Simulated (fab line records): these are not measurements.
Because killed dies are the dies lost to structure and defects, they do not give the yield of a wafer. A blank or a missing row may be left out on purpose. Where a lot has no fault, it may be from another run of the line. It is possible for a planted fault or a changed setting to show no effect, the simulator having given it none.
fab line records | flow n5_finfet
[record] lots = 9 | wafers = 27 | last_day = 18
route steps=1938 shown FIN_SAQP@105 BEOL_M4@1111 PASSIVATION@1936
lots that met no fault: from a run of the same line without faults
start_h: hours from the record's opening day to when the first of the lot's shown wafers began | wait_h: how many hours have passed since the lot's step before this one | " as in the row above | L1.1+2: one row covering several wafers at once | - value missing, or start not given | * or withheld: withheld | < > ~ a bound
route shown NAME@n: a module of which the file shows steps, and the number in the route of the first | usual: mean/standard deviation of fault-free wafers | same: alike in all rows | chamber/n: place in a boat | sites: per-site readings | _std_site: their standard deviation | _edge_site: mean of outer sites minus mean of inner sites | radius_mm: for every site, how far away it sits from the centre of the wafer | mask NAME#n: copy n | behind: tool/chamber where the wafer was last shaped | hold: reason for holding the lot/hours on hold/outcome of the hold | device: whichever transistor did not switch (one of n, p or np) | end of line: tests run on the same wafers once the route is complete | a step given without rows: its recipe and nothing more | killed: dies lost to structure and defects at the first sort, not the wafer's yield | map: dies across one wafer; x = killed, . = not, _ = none there
set.NAME: setting as actually run; set.NAME@STEP: the setting as run at that earlier step | model.NAME: the simulator's own value behind a step, which no gauge read
steps of the route over a sample of lots; a table a step, a row a wafer
services: a tool's chamber out of use, with start hour (start_h, from the record's first day; less than 0 if before it), hours out, and reason
[[steps]]
[step N5_FIN_SAQP_COAT_10]
[recipe] resist = CAR-ArF | spin_rpm = 1500 | resist_thk_nm = 90
[usual] spin_speed_rpm = 1500.3/0.93
lot.wafer | tool           | chamber | start_h | wait_h | spin_speed_rpm
L240.1    | litho_track-04 | 0       | 63.52   | -      | 1501.1
L240.3    | "              | 0       | "       | "      | 1501.6
L240.6    | "              | 0       | "       | "      | 1499.2
L242.3    | litho_track-04 | 0       | 76.87   | -      | 1500.3
L242.4    | "              | 0       | "       | "      | 1500.1
L242.5    | "              | 0       | "       | "      | 1500.6
L244.2    | litho_track-03 | 0       | 88.08   | -      | 1500.2
L244.3    | "              | 0       | "       | "      | 1500.1
L244.5    | "              | 0       | "       | "      | 1499.8
L246.1    | litho_track-04 | 0       | 101.88  | -      | 2269.0
L246.4    | "              | 0       | "       | "      | 2270.0
L246.5    | "              | 0       | "       | "      | 2268.9
L247.2    | litho_track-02 | 0       | 106.37  | -      | 1499.8
L247.5    | "              | 0       | "       | "      | 1500.7
L247.6    | "              | 0       | "       | "      | 1499.0
L248.4    | litho_track-04 | 0       | 113.46  | -      | 2269.8
L248.5    | "              | 0       | "       | "      | 2270.6
L248.6    | "              | 0       | "       | "      | 2270.7
L249.1    | litho_track-04 | 0       | 117.92  | -      | 2269.1
L249.2    | "              | 0       | "       | "      | 2271.1
L249.6    | "              | 0       | "       | "      | 2270.5
L255.2    | litho_track-03 | 0       | 156.20  | -      | 1497.6
L255.3    | "              | 0       | "       | "      | 1497.9
L255.5    | "              | 0       | "       | "      | 1497.4
L256.1    | litho_track-03 | 0       | 161.80  | -      | 1499.0
L256.3    | "              | 0       | "       | "      | 1501.2
L256.5    | "              | 0       | "       | "      | 1500.6
[step N5_FIN_SAQP_INSPECT_18]
[recipe] mode = adi | inspect_instrument = brightfield
[usual] raw_defect_count = 395/110
lot.wafer | tool              | chamber | start_h | wait_h | raw_defect_count
L240.1    | defect_inspect-01 | -       | 63.95   | 0.0    | 427
L240.3    | "                 | -       | "       | "      | 536
L240.6    | "                 | -       | "       | "      | 370
L242.3    | defect_inspect-01 | -       | 77.30   | 0.0    | 309
L242.4    | "                 | -       | "       | "      | 297
L242.5    | "                 | -       | "       | "      | 390
L244.2    | defect_inspect-01 | -       | 88.39   | 0.0    | 454
L244.3    | "                 | -       | "       | "      | 555
L244.5    | "                 | -       | "       | "      | 609
L246.1    | defect_inspect-01 | -       | 102.19  | 0.0    | 427
L246.4    | "                 | -       | "       | "      | 416
L246.5    | "                 | -       | "       | "      | 443
L247.2    | defect_inspect-02 | -       | 106.80  | 0.0    | 317
L247.5    | "                 | -       | "       | "      | 271
L247.6    | "                 | -       | "       | "      | 304
L248.4    | defect_inspect-01 | -       | 113.89  | 0.0    | 330
L248.5    | "                 | -       | "       | "      | 306
L248.6    | "                 | -       | "       | "      | 431
L249.1    | defect_inspect-02 | -       | 118.23  | 0.0    | 565
L249.2    | "                 | -       | "       | "      | 606
L249.6    | "                 | -       | "       | "      | 482
L255.2    | defect_inspect-01 | -       | 156.50  | 0.0    | 450
L255.3    | "                 | -       | "       | "      | 314
L255.5    | "                 | -       | "       | "      | 291
L256.1    | defect_inspect-01 | -       | 162.23  | 0.0    | 498
L256.3    | "                 | -       | "       | "      | 358
L256.5    | "                 | -       | "       | "      | 434
[step N5_FIN_SAQP_DESCUM_21]
[recipe] chemistry = O2 | time_s = 7.9 | source_power_w = 50 | bias_power_w = 20 | pressure_mtorr = 20 | rf_frequency_hz = 2.712e+07 | temp_c = 40 | resist = CAR-ArF | o2_flow_sccm = 225
[usual] drypump_motor_current_A = 5.9/0.43 | oes_product_au = 0.75/0.068 | rf_vpp_V = 243.3/1.4 | showerhead_plenum_p_Torr = 2.09/0.085 | throttle_valve_pct = 20.43/0.21
lot.wafer | tool        | chamber | start_h | wait_h | drypump_motor_current_A | oes_product_au | rf_hours_counter_h | rf_vpp_V | showerhead_plenum_p_Torr | throttle_valve_pct
L240.1    | rie_diel-03 | 1       | 63.98   | 0.0    | 6.4                     | 0.81           | 82                 | 243.9    | 2.11                     | 20.40
L240.3    | "           | 2       | "       | "      | 5.5                     | 0.70           | 202                | 241.5    | 2.06                     | 20.30
L240.6    | "           | 3       | "       | "      | 5.9                     | 0.75           | -                  | 242.8    | 2.07                     | 19.97
L242.3    | rie_diel-02 | 2       | 77.33   | 0.0    | 5.8                     | 0.70           | 211                | 243.7    | 2.08                     | 20.71
L242.4    | "           | 3       | "       | "      | 6.0                     | 0.91           | 13                 | 241.9    | 2.04                     | 20.36
L242.5    | "           | 1       | "       | "      | 5.4                     | 0.76           | -                  | 243.6    | 2.18                     | 20.19
L244.2    | rie_diel-05 | 2       | 88.45   | 0.1    | 5.5                     | 0.69           | 244                | 243.6    | 2.05                     | 20.29
L244.3    | "           | 1       | "       | "      | 5.1                     | 0.71           | 190                | 244.4    | 2.18                     | 20.75
L244.5    | "           | 2       | "       | "      | 5.5                     | 0.69           | -                  | 243.4    | 2.05                     | 20.29
L246.1    | rie_diel-02 | 3       | 102.37  | 0.2    | 6.0                     | 0.88           | 20                 | 242.9    | 2.03                     | 20.35
L246.4    | "           | 1       | "       | "      | 5.4                     | 0.75           | 155                | 243.8    | 2.18                     | 20.22
L246.5    | "           | 1       | "       | "      | 5.4                     | 0.76           | -                  | 245.1    | 2.18                     | 20.23
L247.2    | rie_diel-02 | 2       | 106.84  | 0.0    | 5.8                     | 0.70           | 221                | 241.8    | 2.08                     | 20.73
L247.5    | "           | 2       | "       | "      | 5.8                     | 0.70           | -                  | 243.7    | 2.08                     | 20.71
L247.6    | "           | 1       | "       | "      | 5.4                     | 0.76           | -                  | 245.2    | 2.18                     | 20.20
L248.4    | rie_diel-05 | 3       | 113.94  | 0.0    | 6.5                     | 0.72           | -                  | 245.9    | 2.17                     | 20.61
L248.5    | "           | 1       | "       | "      | 5.2                     | 0.71           | -                  | 243.7    | 2.18                     | 20.75
L248.6    | "           | 0       | "       | "      | 5.8                     | 0.71           | -                  | 245.7    | 2.18                     | 20.43
L249.1    | rie_diel-05 | 0       | 118.26  | 0.0    | 5.7                     | 0.71           | 200                | 245.4    | 2.18                     | 20.45
L249.2    | "           | 3       | "       | "      | 6.5                     | 0.72           | 182                | 243.6    | 2.17                     | 20.62
L249.6    | "           | 1       | "       | "      | 5.1                     | 0.71           | -                  | 243.8    | 2.18                     | 20.76
L255.2    | rie_diel-02 | 3       | 156.81  | 0.3    | 6.0                     | 0.85           | 39                 | 242.5    | 2.03                     | 20.40
L255.3    | "           | 1       | "       | "      | 5.4                     | 0.74           | 175                | 245.0    | 2.17                     | 20.23
L255.5    | "           | 2       | "       | "      | 5.8                     | 0.69           | -                  | 242.3    | 2.07                     | 20.74
L256.1    | rie_diel-02 | 1       | 162.27  | 0.0    | 5.4                     | 0.73           | 177                | 242.3    | 2.17                     | 20.25
L256.3    | "           | 2       | "       | "      | 5.8                     | 0.69           | 241                | 242.5    | 2.07                     | 20.76
L256.5    | "           | 0       | "       | "      | 6.4                     | 0.75           | -                  | 238.8    | 1.91                     | 20.38
[step N5_FIN_SAQP_HM_OPEN_73]
[recipe] chemistry = CHF3/O2 | target = SiO2 | stop_on = a-Si | target_depth_a = 120 | over_etch_frac = 1.8 | mask_material = SOC | time_s = 16.8 | pressure_mtorr = 30 | source_w = 650 | bias_w = 170 | Ar_flow_sccm = 200 | CHF3_flow_sccm = 50 | O2_flow_sccm = 5 | ion_energy_ev = 200 | ends = end_point
[usual] O2_flow_sccm = 5.001/0.016 | drypump_motor_current_A = 5.9/0.43 | oes_f_703_au = 0.76/0.062 | oes_product_au = 0.45/0.038 | rf_vpp_V = 526/11 | showerhead_plenum_p_Torr = 2.41/0.089 | throttle_valve_pct = 18.85/0.16
[same] over_etch_frac = 1.8
lot.wafer | tool        | chamber | start_h | wait_h | O2_flow_sccm | drypump_motor_current_A | oes_f_703_au | oes_product_au | rf_hours_counter_h | rf_vpp_V | showerhead_plenum_p_Torr | throttle_valve_pct
L240.1    | rie_diel-03 | 1       | 64.18   | 0.0    | 5.007        | 6.4                     | 0.82         | 0.49           | 82                 | 509      | 2.44                     | 18.81
L240.3    | "           | 2       | "       | "      | 5.004        | 5.5                     | 0.72         | 0.42           | 203                | 509      | 2.38                     | 18.79
L240.6    | "           | 3       | "       | "      | 5.016        | 5.9                     | 0.76         | 0.45           | -                  | 509      | 2.41                     | 18.56
L242.3    | rie_diel-02 | 2       | 77.53   | 0.0    | 4.999        | 5.8                     | 0.70         | 0.43           | 211                | 547      | 2.38                     | 19.00
L242.4    | "           | 3       | "       | "      | 4.973        | 6.0                     | 0.91         | 0.55           | 13                 | 517      | 2.35                     | 18.78
L242.5    | "           | 1       | "       | "      | 5.004        | 5.4                     | 0.74         | 0.46           | -                  | 535      | 2.53                     | 18.70
L244.2    | rie_diel-05 | 2       | 88.65   | 0.0    | 4.996        | 5.5                     | 0.67         | 0.42           | 244                | 538      | 2.37                     | 18.82
L244.3    | "           | 1       | "       | "      | 4.992        | 5.1                     | 0.74         | 0.43           | 190                | 527      | 2.50                     | 19.07
L244.5    | "           | 2       | "       | "      | 4.993        | 5.5                     | 0.67         | 0.42           | -                  | 540      | 2.37                     | 18.83
L246.1    | rie_diel-02 | 3       | 102.57  | 0.0    | 5.009        | 6.0                     | 0.89         | 0.53           | 20                 | 517      | 2.35                     | 18.79
L246.4    | "           | 1       | "       | "      | 4.996        | 5.4                     | 0.74         | 0.45           | 156                | 534      | 2.53                     | 18.72
L246.5    | "           | 1       | "       | "      | 4.993        | 5.3                     | 0.73         | 0.45           | -                  | 534      | 2.53                     | 18.73
L247.2    | rie_diel-02 | 2       | 107.04  | 0.0    | 4.987        | 5.8                     | 0.70         | 0.43           | 221                | 547      | 2.38                     | 19.01
L247.5    | "           | 2       | "       | "      | 5.023        | 5.7                     | 0.69         | 0.43           | -                  | 548      | 2.37                     | 19.01
L247.6    | "           | 1       | "       | "      | 4.989        | 5.4                     | 0.73         | 0.46           | -                  | 534      | 2.52                     | 18.71
L248.4    | rie_diel-05 | 3       | 114.15  | 0.0    | 5.004        | 6.5                     | 0.73         | 0.44           | -                  | 529      | 2.50                     | 19.07
L248.5    | "           | 1       | "       | "      | 5.031        | 5.1                     | 0.73         | 0.43           | -                  | 526      | 2.49                     | 19.08
L248.6    | "           | 0       | "       | "      | 5.016        | 5.8                     | 0.74         | 0.44           | -                  | 527      | 2.49                     | 18.71
L249.1    | rie_diel-05 | 0       | 118.46  | 0.0    | 5.017        | 5.8                     | 0.73         | 0.43           | 200                | 527      | 2.49                     | 18.72
L249.2    | "           | 3       | "       | "      | 5.006        | 6.5                     | 0.73         | 0.43           | 182                | 529      | 2.50                     | 19.08
L249.6    | "           | 1       | "       | "      | 4.996        | 5.1                     | 0.74         | 0.43           | -                  | 528      | 2.49                     | 19.10
L255.2    | rie_diel-02 | 3       | 157.00  | 0.0    | 4.973        | 6.0                     | 0.86         | 0.52           | 39                 | 518      | 2.34                     | 18.81
L255.3    | "           | 1       | "       | "      | 5.016        | 5.4                     | 0.73         | 0.45           | 175                | 533      | 2.52                     | 18.76
L255.5    | "           | 2       | "       | "      | 4.978        | 5.8                     | 0.68         | 0.41           | -                  | 547      | 2.37                     | 19.05
L256.1    | rie_diel-02 | 1       | 162.46  | 0.0    | 5.013        | 5.4                     | 0.72         | 0.45           | 177                | 534      | 2.52                     | 18.75
L256.3    | "           | 2       | "       | "      | 4.997        | 5.8                     | 0.68         | 0.42           | 241                | 547      | 2.37                     | 19.04
L256.5    | "           | 0       | "       | "      | 5.027        | 6.3                     | 0.76         | 0.45           | -                  | 530      | 2.22                     | 18.91
[step N5_BEOL_M4_RC_MEAS_101]
[usual] DIBL_N = 35.9/1.8 | DIBL_P = 36.2/2 | IOFF_N = 0.16/0.031 | IOFF_P = 0.22/0.041 | ION_N = 676/11 | ION_P = 465/8.5 | SS_N = 71.4/0.64 | SS_P = 73.2/0.7 | VT_N = 250/3.5 | VT_P = -250/3.9
lot.wafer | tool      | chamber | start_h | wait_h | DIBL_N[mV/V] | DIBL_P[mV/V] | IOFF_N[nA/um] | IOFF_P[nA/um] | ION_N[uA/um] | ION_P[uA/um] | SS_N[mV/dec] | SS_P[mV/dec] | VT_N[mV] | VT_P[mV]
L240.1    | prober-01 | 0       | 214.18  | 0.0    | 34.1         | 32.5         | 0.12          | 0.19          | 672          | 468          | 71.3         | 72.5         | 253      | -250
L240.3    | "         | 0       | "       | "      | 36.5         | 35.7         | 0.17          | 0.24          | 682          | 464          | 71.4         | 73.8         | 247      | -247
L240.6    | "         | 0       | "       | "      | 36.3         | 35.0         | 0.16          | 0.22          | 675          | 459          | 71.6         | 72.7         | 249      | -247
L242.3    | prober-01 | 0       | 218.98  | 0.3    | 36.3         | 36.6         | 0.16          | 0.25          | 678          | 470          | 70.6         | 73.6         | 247      | -242
L242.4    | "         | 0       | "       | "      | 36.3         | 36.9         | 0.16          | 0.26          | 673          | 465          | 71.3         | 72.8         | 249      | -245
L242.5    | "         | 0       | "       | "      | 36.5         | 36.9         | 0.16          | 0.25          | 688          | 477          | 71.2         | 72.9         | 249      | -246
L244.2    | prober-01 | 0       | 242.24  | 0.2    | 36.9         | 35.8         | 0.16          | 0.21          | 675          | 461          | 72.6         | 73.1         | 249      | -250
L244.3    | "         | 0       | "       | "      | 35.8         | 34.5         | 0.14          | 0.19          | 665          | 453          | 71.9         | 73.6         | 251      | -252
L244.5    | "         | 0       | "       | "      | 37.7         | 36.8         | 0.17          | 0.23          | 680          | 463          | 71.8         | 73.5         | 249      | -247
L246.1    | prober-01 | 0       | 252.03  | 0.0    | 34.1         | 35.4         | 0.15          | 0.19          | 672          | 461          | 70.4         | 73.0         | 250      | -252
L246.4    | "         | 0       | "       | "      | 33.9         | 34.9         | 0.13          | 0.18          | 663          | 459          | 71.3         | 72.6         | 251      | -253
L246.5    | "         | 0       | "       | "      | 32.4         | 33.7         | 0.12          | 0.16          | 674          | 463          | 70.7         | 72.8         | 251      | -255
L247.2    | prober-01 | 0       | 257.36  | 0.2    | 37.3         | 37.5         | 0.20          | 0.28          | 706          | 476          | 71.2         | 74.2         | 243      | -247
L247.5    | "         | 0       | "       | "      | 35.6         | 35.1         | 0.16          | 0.22          | 682          | 470          | 70.9         | 73.6         | 246      | -251
L247.6    | "         | 0       | "       | "      | 34.1         | 34.6         | 0.15          | 0.23          | 679          | 469          | 70.5         | 73.6         | 250      | -245
L248.4    | prober-01 | 0       | 260.33  | 0.5    | 35.2         | 35.3         | 0.14          | 0.17          | 675          | 460          | 70.3         | 72.5         | 250      | -253
L248.5    | "         | 0       | "       | "      | 34.8         | 35.6         | 0.13          | 0.16          | 676          | 458          | 71.0         | 72.3         | 254      | -256
L248.6    | "         | 0       | "       | "      | 35.6         | 35.4         | 0.14          | 0.17          | 678          | 455          | 71.6         | 72.6         | 252      | -256
L249.1    | prober-01 | 0       | 266.56  | 0.0    | 37.0         | 35.9         | 0.19          | 0.23          | 682          | 465          | 72.1         | 72.8         | 244      | -248
L249.2    | "         | 0       | "       | "      | 35.4         | 35.0         | 0.14          | 0.20          | 678          | 468          | 72.1         | 72.6         | 251      | -251
L249.6    | "         | 0       | "       | "      | 36.2         | 35.4         | 0.16          | 0.21          | 671          | 462          | 72.0         | 73.4         | 250      | -251
L255.2    | prober-02 | 0       | 308.80  | 0.2    | 35.1         | 35.2         | 0.14          | 0.21          | 684          | 470          | 71.1         | 72.6         | 247      | -248
L255.3    | "         | 0       | "       | "      | 37.9         | 37.1         | 0.18          | 0.24          | 691          | 473          | 71.3         | 74.2         | 248      | -248
L255.5    | "         | 0       | "       | "      | 37.0         | 36.8         | 0.16          | 0.24          | 678          | 470          | 71.6         | 73.5         | 248      | -248
L256.1    | prober-02 | 0       | 321.11  | 0.0    | 35.7         | 35.5         | 0.13          | 0.15          | 676          | 456          | 70.6         | 73.4         | 250      | -258
L256.3    | "         | 0       | "       | "      | 35.4         | 35.8         | 0.13          | 0.15          | 678          | 464          | 70.6         | 72.5         | 254      | -259
L256.5    | "         | 0       | "       | "      | 35.6         | 36.1         | 0.14          | 0.15          | 675          | 452          | 71.2         | 73.0         | 249      | -256
[step N5_PASSIVATION_PROBE_49]
[usual] defect_limited_yield = 91.3/1.3 | killed_at_M0_to_M3 = 35/9.3 | killed_at_M4_up = 14/5.2 | killed_at_contacts = 12/5.9 | killed_at_front_end = 38/11 | killed_at_other = 4/3.7 | killed_dies = 103/15 | killed_open = 67/12 | killed_short = 34/8 | sort_bin_5_function = 5.1/0.88 | sort_bin_6_memory = 3.3/0.65 | sort_bin_8_speed = 0.00/0.03 | sort_n_pass = 1077/15 | sort_yield_pct = 91.3/1.3
[same] gross_dies = 1180 | killed_at_back_side = 0 | sort_bin_4_leakage[%] = 0
lot.wafer | tool      | chamber | start_h | wait_h | defect_limited_yield[%] | killed_at_M0_to_M3 | killed_at_M4_up | killed_at_contacts | killed_at_front_end | killed_at_other | killed_dies | killed_open | killed_short | sort_bin_5_function[%] | sort_bin_6_memory[%] | sort_bin_8_speed[%] | sort_n_pass | sort_yield_pct[%]
L248.4    | prober-02 | -       | 381.05  | 0.5    | 92.1                    | 27                 | 10              | 12                 | 42                  | 2               | 93          | 52          | 39           | 5.1                    | 2.4                  | 0                   | 1087        | 92.1
L248.5    | prober-02 | -       | 381.10  | 0.5    | 91.7                    | 31                 | 18              | 10                 | 39                  | 0               | 98          | 63          | 33           | 5.5                    | 2.5                  | 0                   | 1082        | 91.7
L248.6    | prober-02 | -       | 381.15  | 0.6    | 92.0                    | 29                 | 14              | 15                 | 34                  | 2               | 94          | 63          | 30           | 4.7                    | 3.2                  | 0                   | 1086        | 92.0
L255.2    | prober-01 | -       | 407.63  | 0.1    | 93.4                    | 20                 | 6               | 15                 | 36                  | 1               | 78          | 45          | 32           | 4.0                    | 2.3                  | 0                   | 1102        | 93.4
L255.3    | prober-01 | -       | 407.68  | 0.1    | 91.7                    | 33                 | 17              | 15                 | 29                  | 4               | 98          | 63          | 34           | 4.9                    | 3.1                  | 0                   | 1082        | 91.7
L255.5    | prober-01 | -       | 407.78  | 0.2    | 91.9                    | 30                 | 15              | 8                  | 36                  | 6               | 95          | 60          | 32           | 4.8                    | 2.8                  | 0                   | 1085        | 91.9
// killed by level:class
L248.4 FIN_SAQP:geometric_particle:open=7 FIN_SAQP:geometric_particle:short=7 MOL_CONTACT_COAG:geometric_particle:open=6 MOL_CONTACT_COAG:geometric_particle:short=6 BEOL_M1:geometric_particle:open=6 STARTING-WAFER:geometric_particle:short=6 BEOL_M2:geometric_particle:open=5 BEOL_M0_SAQP:geometric_particle:open=5
L248.5 FIN_SAQP:geometric_particle:open=10 FIN_SAQP:geometric_particle:short=10 BEOL_M6:geometric_particle:open=9 MOL_CONTACT_COAG:geometric_particle:open=8 BEOL_M0_SAQP:geometric_particle:short=7 BEOL_M1:geometric_particle:open=5 BEOL_M3:geometric_particle:open=5 DUMMY_GATE:geometric_particle:open=4
L248.6 FIN_SAQP:geometric_particle:open=11 MOL_CONTACT_COAG:geometric_particle:short=9 MOL_CONTACT_COAG:geometric_particle:open=6 BEOL_M0_SAQP:geometric_particle:short=6 BEOL_M0_SAQP:geometric_particle:open=5 BEOL_M3:geometric_particle:open=5 STI_FIN_REVEAL:geometric_particle:open=4 DUMMY_GATE:geometric_particle:open=4
L255.2 MOL_CONTACT_COAG:geometric_particle:open=11 FIN_SAQP:geometric_particle:short=8 FIN_SAQP:geometric_particle:open=7 BEOL_M1:geometric_particle:short=5 ILD0:geometric_particle:open=4 MOL_CONTACT_COAG:geometric_particle:short=4 BEOL_M3:geometric_particle:open=4 BEOL_M2:geometric_particle:open=4
L255.3 MOL_CONTACT_COAG:geometric_particle:open=12 BEOL_M0_SAQP:geometric_particle:short=9 DUMMY_GATE:geometric_particle:open=8 BEOL_M4:geometric_particle:open=8 BEOL_M3:geometric_particle:open=7 FIN_SAQP:geometric_particle:open=6 BEOL_M0_SAQP:geometric_particle:open=5 BEOL_M2:geometric_particle:open=5
L255.5 BEOL_M4:geometric_particle:open=11 FIN_SAQP:geometric_particle:short=7 BEOL_M0_SAQP:geometric_particle:open=7 BEOL_M1:geometric_particle:open=7 FIN_SAQP:geometric_particle:open=6 STI_FIN_REVEAL:geometric_particle:open=6 STARTING-WAFER:geometric_particle:short=6 MOL_CONTACT_COAG:geometric_particle:open=5
[[services]]
tool           | chamber | start_h | hours | kind
rie_diel-05    | 2       | 109.16  | -     | clean
rie_diel-05    | 2       | 109.16  | -     | consumable_replace:focus_ring
rie_diel-05    | 2       | 109.16  | 22.5  | scheduled_down
rie_diel-05    | 2       | 109.16  | 22.5  | vent_cycle
litho_track-02 | -       | 138.31  | -     | consumable_replace:filter
rie_diel-05    | 1       | 141.45  | 1.7   | repair
[[key]]
[first_sign] step = N5_FIN_SAQP_COAT_10 | reading = spin_speed_rpm | direction = up | sigmas = 99+ | usual = * | struck = *
effect none on later readings
met_at N5_FIN_SAQP_COAT_10
struck_lots L246,L248,L249
not_acting_at N5_FIN_SAQP_INSPECT_18,N5_FIN_SAQP_DESCUM_21,N5_FIN_SAQP_HM_OPEN_73
onset_between 76.87 101.88
[fault] kind = process_parameter_drift | tool = litho_track-04 | chamber = - | onset_h = 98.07 | steps = N5_FIN_SAQP_COAT_10 | channel = spin_rpm | offset = * | shape = step | end_h = 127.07 | acts_in = * | stated = *
